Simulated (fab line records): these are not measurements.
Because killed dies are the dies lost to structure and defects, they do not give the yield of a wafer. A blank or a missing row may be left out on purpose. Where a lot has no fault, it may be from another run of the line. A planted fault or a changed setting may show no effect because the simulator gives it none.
fab line records + flow n5_finfet
record
- lots=11
- wafers=32
- last_day=17
route steps=1938 shown BEOL_M13@1675
lots that met no fault: from a run of the same line without faults
start_h: hours from the record's opening day to when the first of the lot's shown wafers began + wait_h: hours since the lot's step before + " unchanged from the row above + L1.1+2: a single row standing in for several wafers + - no value present, or no start provided + * or withheld: withheld + < > ~ a bound
route shown NAME@n: NAME is a module with steps in the file, n the number in the route of the first one + usual: the fault-free wafers' mean and standard deviation + same: alike in all rows + chamber/n: place in a boat + sites: readings site by site + _std_site: standard deviation across them + _edge_site: inner sites' mean taken away from outer sites' mean + radius_mm: for every site, how far away it sits from the centre of the wafer + mask NAME#n: copy n + behind: tool/chamber where the wafer was last shaped + hold: what put the lot on hold/how long, in hours/how the hold closed + device: the transistor (n, p or np) that didn't switch + end of line: at the end of the route, the tests of the same wafers + a step with no rows: only its recipe + killed: dies that structure and defects cost at the first sort, which is not the same as the wafer's yield + map: a wafer's dies, marking killed ones x, the rest . and places with no die _
set.NAME: the setting the step ran with; set.NAME@STEP: the setting that earlier step ran with + model.NAME: the simulator's own value behind a step, which no gauge read
route steps across a sampled set of lots; one table per step, one row per wafer
services: the hour from which a tool's chamber was out of use, counted from the record's first day as start_h (under 0 if before that day), plus the number of hours and why
## steps
# step N5_BEOL_M13_STRIP_63
# recipe
- chemistry=N2/H2
- power_w=1000
- temp_c=250
- h2_frac=0.65
- overash_fraction=0.3
- pressure_mtorr=1000
- n2_flow_sccm=1750
- h2_flow_sccm=3250
# usual
- drypump_motor_current_A=5.6/0.51
- heater_power_w=307/9.9
- oes_product_au=0.674/0.0052
- strip_time_to_endpoint_s=27.3/1.1
| lot.wafer | tool            | chamber | start_h | wait_h | drypump_motor_current_A | heater_power_w | oes_product_au | rf_hours_counter_h | strip_time_to_endpoint_s |
|-----------|-----------------|---------|---------|--------|-------------------------|----------------|----------------|--------------------|--------------------------|
| L150.2    | plasma_asher-01 | 1       | 238.91  | -      | 5.6                     | 313            | 0.679          | 70                 | 27.2                     |
| L150.3    | "               | 0       | "       | "      | 5.0                     | 322            | 0.683          | -                  | 28.9                     |
| L150.4    | "               | 1       | "       | "      | 5.6                     | 299            | 0.675          | -                  | 27.0                     |
| L152.2    | plasma_asher-02 | 1       | 241.61  | -      | 5.5                     | 303            | 0.670          | 122                | 27.8                     |
| L152.4    | "               | 0       | "       | "      | 6.4                     | 305            | 0.676          | -                  | 26.7                     |
| L152.5    | "               | 0       | "       | "      | 6.4                     | 303            | 0.672          | -                  | 26.9                     |
| L153.1    | plasma_asher-01 | 1       | 253.30  | -      | 5.6                     | 299            | 0.680          | 73                 | 28.3                     |
| L153.2    | "               | 0       | "       | "      | 5.0                     | 324            | 0.671          | 73                 | 28.5                     |
| L153.4    | "               | 1       | "       | "      | 5.5                     | 307            | 0.671          | -                  | 27.2                     |
| L155.1    | plasma_asher-02 | 1       | 268.11  | -      | 5.5                     | 303            | 0.675          | 127                | 28.4                     |
| L155.5    | "               | 1       | "       | "      | 5.5                     | 292            | 0.675          | -                  | 27.0                     |
| L155.6    | "               | 0       | "       | "      | 6.4                     | 313            | 0.674          | -                  | 25.3                     |
| L154.2    | plasma_asher-02 | 0       | 268.25  | -      | 6.4                     | 303            | 0.675          | 128                | 28.7                     |
| L154.3    | "               | 0       | "       | "      | 6.4                     | 308            | 0.680          | -                  | 27.3                     |
| L154.5    | "               | 0       | "       | "      | 6.4                     | 299            | 0.670          | -                  | 25.3                     |
| L156.2    | plasma_asher-01 | 1       | 268.51  | -      | 5.6                     | 306            | 0.682          | 76                 | 27.3                     |
| L156.3    | "               | 1       | "       | "      | 5.6                     | 312            | 0.676          | -                  | 28.5                     |
| L156.5    | "               | 0       | "       | "      | 5.0                     | 317            | 0.679          | -                  | 27.9                     |
| L163.3    | plasma_asher-01 | 1       | 323.60  | -      | 5.6                     | 309            | 0.677          | -                  | 26.9                     |
| L163.5    | "               | 1       | "       | "      | 5.6                     | 304            | 0.671          | -                  | 26.5                     |
| L163.6    | "               | 0       | "       | "      | 5.0                     | 326            | 0.667          | -                  | 26.7                     |
| L164.4    | plasma_asher-02 | 1       | 327.93  | -      | 5.5                     | 298            | 0.673          | -                  | 28.5                     |
| L164.5    | "               | 1       | "       | "      | 5.4                     | 292            | 0.672          | -                  | 28.3                     |
| L164.6    | "               | 0       | "       | "      | 6.4                     | 311            | 0.686          | -                  | 27.5                     |
| L167.1    | plasma_asher-01 | 0       | 346.35  | -      | 5.0                     | 327            | 0.678          | 87                 | 27.3                     |
| L167.6    | "               | 0       | "       | "      | 5.0                     | 316            | 0.675          | -                  | 26.3                     |
| L169.1    | plasma_asher-01 | 1       | 347.05  | -      | 5.5                     | 304            | 0.677          | 87                 | 27.2                     |
| L169.2    | "               | 0       | "       | "      | 4.9                     | 322            | 0.662          | 87                 | 28.6                     |
| L169.6    | "               | 1       | "       | "      | 5.6                     | 311            | 0.674          | -                  | 27.2                     |
| L172.1    | plasma_asher-01 | 1       | 382.70  | -      | 5.6                     | 305            | 0.674          | 94                 | 28.3                     |
| L172.3    | "               | 1       | "       | "      | 5.6                     | 304            | 0.669          | -                  | 28.9                     |
| L172.5    | "               | 1       | "       | "      | 5.6                     | 311            | 0.672          | -                  | 27.7                     |
# step N5_BEOL_M13_COAT_65
# recipe
- resist=SOC
- temp_c=250
- time_s=60
- spin_rpm=1500
- resist_thk_nm=350
# usual
- heater_power_total_W=500.4/1.8
- plate_temp_C=250.03/0.14
| lot.wafer | tool           | chamber | start_h | wait_h | heater_power_total_W | plate_temp_C |
|-----------|----------------|---------|---------|--------|----------------------|--------------|
| L150.2    | litho_track-05 | 0       | 239.16  | 0.0    | 498.7                | 249.99       |
| L150.3    | "              | 0       | "       | "      | 502.3                | 249.97       |
| L150.4    | "              | 0       | "       | "      | 500.9                | 249.81       |
| L152.2    | litho_track-02 | 0       | 241.85  | 0.0    | 500.0                | 250.12       |
| L152.4    | "              | 0       | "       | "      | 497.8                | 250.10       |
| L152.5    | "              | 0       | "       | "      | 501.2                | 250.03       |
| L153.1    | litho_track-02 | 0       | 253.54  | 0.0    | 498.6                | 250.03       |
| L153.2    | "              | 0       | "       | "      | 502.9                | 249.91       |
| L153.4    | "              | 0       | "       | "      | 497.5                | 249.92       |
| L155.1    | litho_track-02 | 0       | 268.37  | 0.0    | 497.4                | 250.03       |
| L155.5    | "              | 0       | "       | "      | 502.3                | 250.22       |
| L155.6    | "              | 0       | "       | "      | 501.6                | 250.18       |
| L154.2    | litho_track-05 | 0       | 268.50  | 0.0    | 501.2                | 249.97       |
| L154.3    | "              | 0       | "       | "      | 502.4                | 249.90       |
| L154.5    | "              | 0       | "       | "      | 503.2                | 249.98       |
| L156.2    | litho_track-01 | 0       | 268.76  | 0.0    | 500.8                | 249.94       |
| L156.3    | "              | 0       | "       | "      | 499.9                | 249.82       |
| L156.5    | "              | 0       | "       | "      | 501.6                | 249.94       |
| L163.3    | litho_track-02 | 0       | 323.82  | 0.0    | 485.1                | 244.01       |
| L163.5    | "              | 0       | "       | "      | 483.4                | 243.74       |
| L163.6    | "              | 0       | "       | "      | 484.9                | 243.96       |
| L164.4    | litho_track-02 | 0       | 328.16  | 0.0    | 483.7                | 243.90       |
| L164.5    | "              | 0       | "       | "      | 486.7                | 244.01       |
| L164.6    | "              | 0       | "       | "      | 484.0                | 243.65       |
| L167.1    | litho_track-01 | 0       | 346.60  | 0.0    | 502.7                | 250.10       |
| L167.6    | "              | 0       | "       | "      | 497.5                | 250.13       |
| L169.1    | litho_track-01 | 0       | 347.29  | 0.0    | 499.4                | 249.89       |
| L169.2    | "              | 0       | "       | "      | 500.0                | 249.80       |
| L169.6    | "              | 0       | "       | "      | 498.7                | 250.09       |
| L172.1    | litho_track-01 | 0       | 382.94  | 0.0    | 501.7                | 249.78       |
| L172.3    | "              | 0       | "       | "      | 498.6                | 249.83       |
| L172.5    | "              | 0       | "       | "      | 500.7                | 249.81       |
# step N5_BEOL_M13_OVL_MEAS_29
# recipe
- points_per_wafer=44
# usual
- M13_OVL=3/6
| lot.wafer | tool       | chamber | start_h | wait_h | M13_OVL[nm] |
|-----------|------------|---------|---------|--------|-------------|
| L150.2    | overlay-02 | 0       | 239.63  | 0.0    | -8          |
| L150.3    | "          | 0       | "       | "      | 7           |
| L150.4    | "          | 0       | "       | "      | 1           |
| L152.2    | overlay-02 | 0       | 242.30  | 0.0    | 1           |
| L152.4    | "          | 0       | "       | "      | 6           |
| L152.5    | "          | 0       | "       | "      | 4           |
| L153.1    | overlay-01 | 0       | 253.98  | 0.0    | 1           |
| L153.2    | "          | 0       | "       | "      | -3          |
| L153.4    | "          | 0       | "       | "      | -4          |
| L155.1    | overlay-02 | 0       | 268.69  | 0.0    | 8           |
| L155.5    | "          | 0       | "       | "      | 5           |
| L155.6    | "          | 0       | "       | "      | 11          |
| L154.2    | overlay-01 | 0       | 268.94  | 0.0    | 7           |
| L154.3    | "          | 0       | "       | "      | 11          |
| L154.5    | "          | 0       | "       | "      | 11          |
| L156.2    | overlay-01 | 0       | 269.09  | 0.0    | -12         |
| L156.3    | "          | 0       | "       | "      | -6          |
| L156.5    | "          | 0       | "       | "      | -3          |
| L163.3    | overlay-02 | 0       | 324.27  | 0.0    | 3           |
| L163.5    | "          | 0       | "       | "      | 2           |
| L163.6    | "          | 0       | "       | "      | -2          |
| L164.4    | overlay-01 | 0       | 328.48  | 0.0    | 10          |
| L164.5    | "          | 0       | "       | "      | 5           |
| L164.6    | "          | 0       | "       | "      | 21          |
| L167.1    | overlay-01 | 0       | 347.04  | 0.0    | 2           |
| L167.6    | "          | 0       | "       | "      | -1          |
| L169.1    | overlay-02 | 0       | 347.73  | 0.0    | 8           |
| L169.2    | "          | 0       | "       | "      | -3          |
| L169.6    | "          | 0       | "       | "      | -8          |
| L172.1    | overlay-01 | 0       | 383.26  | 0.0    | 3           |
| L172.3    | "          | 0       | "       | "      | 10          |
| L172.5    | "          | 0       | "       | "      | 14          |
# step N5_BEOL_M13_ETCH_67
# recipe
- chemistry=CF4
- target=SiARC
- target_depth_a=1430
- time_s=238.3
- ion_energy_ev=80
- pressure_mtorr=40
- source_w=545
- bias_w=36
- Ar_flow_sccm=100
- cf4_flow_sccm=100
- ends=cleared
# usual
- drypump_motor_current_A=5.6/0.54
- etch_rf_on_time_s=235/6.5
- oes_product_au=0.71/0.084
- rf_vpp_V=184.0/1.2
- showerhead_plenum_p_Torr=2.13/0.075
- throttle_valve_pct=15.49/0.25
| lot.wafer | tool        | chamber | start_h | wait_h | drypump_motor_current_A | etch_rf_on_time_s | oes_product_au | rf_hours_counter_h | rf_vpp_V | showerhead_plenum_p_Torr | throttle_valve_pct |
|-----------|-------------|---------|---------|--------|-------------------------|-------------------|----------------|--------------------|----------|--------------------------|--------------------|
| L150.2    | rie_diel-04 | 3       | 239.73  | 0.0    | 6.1                     | 233               | 0.65           | 145                | 184.0    | 2.06                     | 15.68              |
| L150.3    | "           | 1       | "       | "      | 5.0                     | 240               | 0.60           | 184                | 182.7    | 2.05                     | 15.64              |
| L150.4    | "           | 2       | "       | "      | 6.3                     | 230               | 0.60           | 236                | 183.7    | 2.11                     | 15.95              |
| L152.2    | rie_diel-03 | 3       | 242.47  | 0.0    | 5.5                     | 225               | 0.80           | 20                 | 183.1    | 2.10                     | 15.50              |
| L152.4    | "           | 2       | "       | "      | 6.6                     | 236               | 0.64           | 177                | 185.0    | 2.20                     | 15.54              |
| L152.5    | "           | 2       | "       | "      | 6.6                     | 241               | 0.64           | -                  | 185.8    | 2.20                     | 15.54              |
| L153.1    | rie_diel-04 | 0       | 254.38  | 0.0    | 5.1                     | 235               | 0.60           | 231                | 184.0    | 2.03                     | 15.58              |
| L153.2    | "           | 2       | "       | "      | 6.3                     | 231               | 0.60           | 241                | 184.4    | 2.11                     | 15.94              |
| L153.4    | "           | 1       | "       | "      | 5.0                     | 243               | 0.60           | 188                | 184.3    | 2.05                     | 15.66              |
| L155.1    | rie_diel-05 | 1       | 268.78  | 0.0    | 5.8                     | 245               | 0.81           | 9                  | 185.7    | 2.27                     | 15.12              |
| L155.5    | "           | 0       | "       | "      | 5.5                     | 239               | 0.72           | -                  | 184.0    | 2.16                     | 15.13              |
| L155.6    | "           | 3       | "       | "      | 5.0                     | 229               | 0.80           | -                  | 183.2    | 2.09                     | 14.93              |
| L154.2    | rie_diel-03 | 2       | 269.04  | 0.0    | 6.6                     | 238               | 0.64           | 182                | 186.2    | 2.20                     | 15.55              |
| L154.3    | "           | 0       | "       | "      | 5.6                     | 230               | 0.80           | 15                 | 184.6    | 2.10                     | 15.40              |
| L154.5    | "           | 2       | "       | "      | 6.6                     | 239               | 0.63           | -                  | 183.9    | 2.20                     | 15.54              |
| L156.2    | rie_diel-04 | 1       | 269.18  | 0.0    | 5.0                     | 244               | 0.59           | 193                | 183.9    | 2.05                     | 15.67              |
| L156.3    | "           | 2       | "       | "      | 6.3                     | 232               | 0.60           | 245                | 182.8    | 2.11                     | 15.95              |
| L156.5    | "           | 0       | "       | "      | 5.1                     | 235               | 0.59           | -                  | 184.1    | 2.02                     | 15.60              |
| L163.3    | rie_diel-05 | 1       | 324.36  | 0.0    | 5.8                     | 250               | 0.77           | 23                 | 187.5    | 2.26                     | 15.14              |
| L163.5    | "           | 0       | "       | "      | 5.5                     | 240               | 0.71           | -                  | 184.2    | 2.16                     | 15.16              |
| L163.6    | "           | 1       | "       | "      | 5.8                     | 250               | 0.77           | -                  | 186.9    | 2.26                     | 15.14              |
| L164.4    | rie_diel-03 | 2       | 328.57  | 0.0    | 6.6                     | 241               | 0.62           | 197                | 185.7    | 2.19                     | 15.59              |
| L164.5    | "           | 0       | "       | "      | 5.7                     | 229               | 0.77           | -                  | 184.5    | 2.10                     | 15.44              |
| L164.6    | "           | 1       | "       | "      | 4.9                     | 239               | 0.69           | -                  | 185.1    | 2.24                     | 15.81              |
| L167.1    | rie_diel-05 | 3       | 347.16  | 0.0    | 5.0                     | 231               | 0.77           | 45                 | 183.3    | 2.08                     | 14.97              |
| L167.6    | "           | 0       | "       | "      | 5.5                     | 238               | 0.70           | -                  | 183.9    | 2.16                     | 15.19              |
| L169.1    | rie_diel-03 | 0       | 347.83  | 0.0    | 5.6                     | 227               | 0.76           | 37                 | 182.6    | 2.09                     | 15.45              |
| L169.2    | "           | 1       | "       | "      | 4.9                     | 234               | 0.70           | 93                 | 186.2    | 2.24                     | 15.82              |
| L169.6    | "           | 3       | "       | "      | 5.4                     | 227               | 0.75           | -                  | 182.4    | 2.10                     | 15.56              |
| L172.1    | rie_diel-03 | 1       | 383.36  | 0.0    | 4.9                     | 238               | 0.68           | 103                | 185.3    | 2.23                     | 15.86              |
| L172.3    | "           | 3       | "       | "      | 5.4                     | 231               | 0.75           | 58                 | 182.5    | 2.09                     | 15.58              |
| L172.5    | "           | 2       | "       | "      | 6.6                     | 239               | 0.62           | -                  | 184.3    | 2.19                     | 15.61              |
## services
| tool            | chamber | start_h | hours | kind                          |
|-----------------|---------|---------|-------|-------------------------------|
| rie_diel-05     | 2       | 243.42  | -     | clean                         |
| rie_diel-05     | 2       | 243.42  | -     | consumable_replace:focus_ring |
| rie_diel-05     | 2       | 243.42  | 18.1  | scheduled_down                |
| rie_diel-05     | 2       | 243.42  | 18.1  | vent_cycle                    |
| rie_diel-04     | 2       | 287.02  | -     | clean                         |
| rie_diel-04     | 2       | 287.02  | -     | consumable_replace:focus_ring |
| plasma_asher-01 | -       | 295.45  | 15.6  | pm                            |
| rie_diel-04     | 0       | 309.21  | -     | clean                         |
| rie_diel-04     | 0       | 309.21  | -     | consumable_replace:esc        |
| rie_diel-04     | 0       | 309.21  | -     | consumable_replace:focus_ring |
| rie_diel-04     | 0       | 309.21  | -     | consumable_replace:showerhead |
| rie_diel-04     | 0       | 309.21  | 25.9  | scheduled_down                |
| rie_diel-04     | 0       | 309.21  | 25.9  | vent_cycle                    |
| plasma_asher-02 | -       | 311.06  | 2.8   | pm                            |
| rie_diel-03     | 1       | 342.20  | 1.8   | repair                        |
| litho_track-01  | -       | 344.27  | -     | consumable_replace:filter     |
| rie_diel-04     | 1       | 359.38  | 18.2  | repair                        |
| rie_diel-05     | 3       | 367.83  | 2.5   | repair                        |
| rie_diel-03     | 3       | 370.70  | 7.7   | repair                        |
## key
first_sign
- step=N5_BEOL_M13_COAT_65
- reading=plate_temp_C
- direction=down
- sigmas=45
- usual=*
- struck=*
effect
- step=N5_BEOL_M13_COAT_65
- reading=heater_power_total_W
- direction=down
- sigmas=8.6
- usual=*
- struck=*
met_at N5_BEOL_M13_COAT_65
struck_lots L163,L164
not_acting_at N5_BEOL_M13_STRIP_63,N5_BEOL_M13_OVL_MEAS_29,N5_BEOL_M13_ETCH_67
onset_between 268.37 323.82
fault
- kind=process_parameter_drift
- tool=litho_track-02
- chamber=-
- onset_h=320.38
- steps=N5_BEOL_M13_COAT_65
- channel=temp_c
- offset=*
- shape=step
- end_h=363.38
- acts_in=*
- stated=*
